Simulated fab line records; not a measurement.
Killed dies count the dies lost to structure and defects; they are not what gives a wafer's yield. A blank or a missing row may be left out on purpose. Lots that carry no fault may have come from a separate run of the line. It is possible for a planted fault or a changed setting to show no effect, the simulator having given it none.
The tool behind it: which one? :: flow nand harc :: 36 wafers from 12 lots sampled at 6 of the route's 1302 steps

## WHAT THE GAUGES READ, wafer by wafer
NHARC_A_STAIRCASE_INSPECT_155.
lot: L075
measured: day 19 08:50
on: defect inspect-02
raw defect count: 264 505 435

lot: L077
measured: day 20 08:47
on: defect inspect-01
raw defect count: 345 373 456

lot: L080
measured: day 20 20:47
on: defect inspect-01
raw defect count: 407 549 601

lot: L081
measured: day 21 16:08
on: defect inspect-01
raw defect count: 373 422 582

lot: L083
measured: day 23 00:22
on: defect inspect-02
raw defect count: 376 355 443

lot: L085
measured: day 23 19:29
on: defect inspect-02
raw defect count: 261 363 355

lot: L087
measured: day 25 00:32
on: defect inspect-01
raw defect count: 348 367 321

lot: L090
measured: day 26 10:04
on: defect inspect-02
raw defect count: 647 553 710

lot: L091
measured: day 26 18:38
on: defect inspect-01
raw defect count: 265 197 315

lot: L092
measured: day 27 03:34
on: defect inspect-01
raw defect count: 247 238 252

lot: L096
measured: day 28 08:08
on: defect inspect-01
raw defect count: 394 287 227

lot: L095
measured: day 28 12:24
on: defect inspect-02
raw defect count: 228 363 259

## TOOL THAT RAN EACH LOT (tool first, then ch and the chambers of the sampled wafers, then the start)
lot: L075
NHARC_A_STAIRCASE_STRIP_274: rie diel-12 ch 0,1,2, day 17 03:35 or earlier
NHARC_A_STAIRCASE_DESCUM_291: rie diel-03 ch 0,1,2, day 17 03:35
NHARC_A_STAIRCASE_ETCH_453: rie diel-12 ch 0,2, day 17 13:50
NHARC_A_STAIRCASE_STRIP_446: plasma asher-01 ch 0,1, day 19 06:14
NHARC_A_STAIRCASE_CMP_472: cmp-03 ch 0,1,2, day 19 08:29

lot: L077
NHARC_A_STAIRCASE_STRIP_274: rie diel-13 ch 0,2,3, day 17 22:14 or earlier
NHARC_A_STAIRCASE_DESCUM_291: rie diel-12 ch 0,2, day 17 22:14
NHARC_A_STAIRCASE_ETCH_453: rie diel-12 ch 0,1,2, day 20 06:02 or earlier
NHARC_A_STAIRCASE_STRIP_446: plasma asher-01 ch 0,1, day 20 06:02
NHARC_A_STAIRCASE_CMP_472: cmp-03 ch 1,2,3, day 20 08:26

lot: L080
NHARC_A_STAIRCASE_STRIP_274: rie diel-13 ch 0,2,3, day 18 12:24 or earlier
NHARC_A_STAIRCASE_DESCUM_291: rie diel-13 ch 2,3, day 18 12:24
NHARC_A_STAIRCASE_ETCH_453: rie diel-12 ch 0,1,3, day 20 18:14 or earlier
NHARC_A_STAIRCASE_STRIP_446: plasma asher-02 ch 0,1, day 20 18:14
NHARC_A_STAIRCASE_CMP_472: cmp-02 ch 0,1,2, day 20 20:28

lot: L081
NHARC_A_STAIRCASE_STRIP_274: rie diel-03 ch 1,2,3, day 19 06:58 or earlier
NHARC_A_STAIRCASE_DESCUM_291: rie diel-03 ch 0,2,3, day 19 06:58
NHARC_A_STAIRCASE_ETCH_453: rie diel-13 ch 2,3, day 21 13:22 or earlier
NHARC_A_STAIRCASE_STRIP_446: plasma asher-01 ch 0,1, day 21 13:22
NHARC_A_STAIRCASE_CMP_472: cmp-03 ch 1,2, day 21 15:50

lot: L083
NHARC_A_STAIRCASE_STRIP_274: rie diel-12 ch 0,1,3, day 20 09:01 or earlier
NHARC_A_STAIRCASE_DESCUM_291: rie diel-12 ch 1,2, day 20 09:01
NHARC_A_STAIRCASE_ETCH_453: rie diel-03 ch 0,1,2, day 22 21:50 or earlier
NHARC_A_STAIRCASE_STRIP_446: plasma asher-02 ch 0,1, day 22 21:50
NHARC_A_STAIRCASE_CMP_472: cmp-03 ch 1,3, day 23 00:01

lot: L085
NHARC_A_STAIRCASE_STRIP_274: rie diel-03 ch 0,2,3, day 21 05:17 or earlier
NHARC_A_STAIRCASE_DESCUM_291: rie diel-12 ch 0,2,3, day 21 05:17
NHARC_A_STAIRCASE_ETCH_453: rie diel-12 ch 0,1,2, day 23 16:47 or earlier
NHARC_A_STAIRCASE_STRIP_446: plasma asher-02 ch 0,1, day 23 16:47
NHARC_A_STAIRCASE_CMP_472: cmp-03 ch 1,3, day 23 19:10

lot: L087
NHARC_A_STAIRCASE_STRIP_274: rie diel-12 ch 2,3, day 22 11:26 or earlier
NHARC_A_STAIRCASE_DESCUM_291: rie diel-13 ch 0,2, day 22 11:26
NHARC_A_STAIRCASE_ETCH_453: rie diel-03 ch 1,3, day 24 21:58 or earlier
NHARC_A_STAIRCASE_STRIP_446: plasma asher-01 ch 0,1, day 24 21:58
NHARC_A_STAIRCASE_CMP_472: cmp-02 ch 1,2,3, day 25 00:14

lot: L090
NHARC_A_STAIRCASE_STRIP_274: rie diel-03 ch 1,3, day 23 20:19 or earlier
NHARC_A_STAIRCASE_DESCUM_291: rie diel-03 ch 0,2, day 23 20:19
NHARC_A_STAIRCASE_ETCH_453: rie diel-13 ch 1,3, day 26 07:29 or earlier
NHARC_A_STAIRCASE_STRIP_446: plasma asher-01 ch 0,1, day 26 07:29
NHARC_A_STAIRCASE_CMP_472: cmp-04 ch 0,1,2, day 26 09:44

lot: L091
NHARC_A_STAIRCASE_STRIP_274: rie diel-12 ch 2,3, day 24 00:31 or earlier
NHARC_A_STAIRCASE_DESCUM_291: rie diel-12 ch 0,1,3, day 24 00:31
NHARC_A_STAIRCASE_ETCH_453: rie diel-12 ch 0,1,3, day 26 16:11 or earlier
NHARC_A_STAIRCASE_STRIP_446: plasma asher-01 ch 0,1, day 26 16:11
NHARC_A_STAIRCASE_CMP_472: cmp-02 ch 0,1,2, day 26 18:22

lot: L092
NHARC_A_STAIRCASE_STRIP_274: rie diel-12 ch 0,1,2, day 24 19:10 or earlier
NHARC_A_STAIRCASE_DESCUM_291: rie diel-13 ch 1,2,3, day 24 19:10
NHARC_A_STAIRCASE_ETCH_453: rie diel-13 ch 2,3, day 27 00:34 or earlier
NHARC_A_STAIRCASE_STRIP_446: plasma asher-02 ch 0,1, day 27 00:34
NHARC_A_STAIRCASE_CMP_472: cmp-03 ch 1,2,3, day 27 03:14

lot: L096
NHARC_A_STAIRCASE_STRIP_274: rie diel-03 ch 0,2, day 25 20:50 or earlier
NHARC_A_STAIRCASE_DESCUM_291: rie diel-12 ch 1,2,3, day 25 20:50
NHARC_A_STAIRCASE_ETCH_453: rie diel-12 ch 0,1,3, day 28 05:35 or earlier
NHARC_A_STAIRCASE_STRIP_446: plasma asher-01 ch 0,1, day 28 05:35
NHARC_A_STAIRCASE_CMP_472: cmp-04 ch 1,2,3, day 28 07:50

lot: L095
NHARC_A_STAIRCASE_STRIP_274: rie diel-13 ch 0,1, day 26 01:49 or earlier
NHARC_A_STAIRCASE_DESCUM_291: rie diel-03 ch 1,2, day 26 01:49
NHARC_A_STAIRCASE_ETCH_453: rie diel-12 ch 0,1,2, day 28 09:52 or earlier
NHARC_A_STAIRCASE_STRIP_446: plasma asher-01 ch 0, day 28 09:52
NHARC_A_STAIRCASE_CMP_472: cmp-03 ch 0,1,2, day 28 12:05
- NHARC_A_STAIRCASE_STRIP_274: strips in O2.
- NHARC_A_STAIRCASE_DESCUM_291: chemistry O2, time 3 s.
- NHARC_A_STAIRCASE_ETCH_453: etches the open film in CF4/O2, target depth 30 nm, overetch 3 nm, time 16.5 s.
- NHARC_A_STAIRCASE_STRIP_446: strips in O2.
- NHARC_A_STAIRCASE_CMP_472: polishes SiO2.

## THE ANSWER, worked out from the rows above alone
Rule: usual is defined by the lots themselves. Put in order of their means at a reading, lots are off if they are a third of the lots or fewer, leave a main group of 4 or more, and stand apart from it by a gap of 3 or more times the standard deviation of the main group's means; of several such gaps the widest counts. Not used: any main group whose means are identical at the precision the tables above print for the reading. Also off: a lot with no number at a reading for which 4 or more lots have one. Any other lot the step has rows for is counted as sound.
No lot is off at any reading shown: from this, nothing can be told.

## WHAT THE SIMULATOR HAD INSERTED
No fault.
